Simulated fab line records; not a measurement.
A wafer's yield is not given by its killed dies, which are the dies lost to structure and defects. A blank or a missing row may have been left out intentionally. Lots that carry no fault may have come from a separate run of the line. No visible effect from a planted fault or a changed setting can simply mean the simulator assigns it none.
Which tool was responsible?    flow nandHarc    7 lots, 21 wafers sampled, at 1 step of a route of 1302

WHAT THE GAUGES SHOWED, per wafer
NHARC_P_STI_CD_MEAS_09 targets a cd of 200 nm.
lot   measured      on        cdNm (nm)
L911  day 3 12:47   cdSem-03  197.1 198.1 199.5
L916  day 5 07:34   cdSem-03  198.2 199.5 197.7
L920  day 7 02:26   cdSem-02  201.8 199.0 200.0
L922  day 7 23:08   cdSem-02  195.6 196.9 197.1
L924  day 8 14:49   cdSem-03  198.8 197.9 202.5
L926  day 9 09:54   cdSem-01  199.6 197.8 197.8
L933  day 12 09:07  cdSem-02  199.0 202.4 201.2

WHICH TOOL RAN EACH LOT (tool, then ch and the chambers of the sampled wafers, then the start)
Before these readings, the record contains no process step.

THE ANSWER, worked out from the rows above alone
Rule: what is usual is taken from the lots themselves. The widest of any qualifying gaps counts: lots, ordered by their means at a reading, are off when they make up no more than a third of the lots, leave a main group of 4 or more, and stand apart from it by 3 or more times the standard deviation of that group's means. A main group is skipped when, at the precision printed for the reading in the tables above, its means are all equal. A lot without any number at a reading at which 4 lots or more have one is off too. All remaining lots with rows at the step are treated as sound.
None of the lots is off at any reading shown; this tells nothing.

WHAT THE SIMULATOR HAD PUT IN
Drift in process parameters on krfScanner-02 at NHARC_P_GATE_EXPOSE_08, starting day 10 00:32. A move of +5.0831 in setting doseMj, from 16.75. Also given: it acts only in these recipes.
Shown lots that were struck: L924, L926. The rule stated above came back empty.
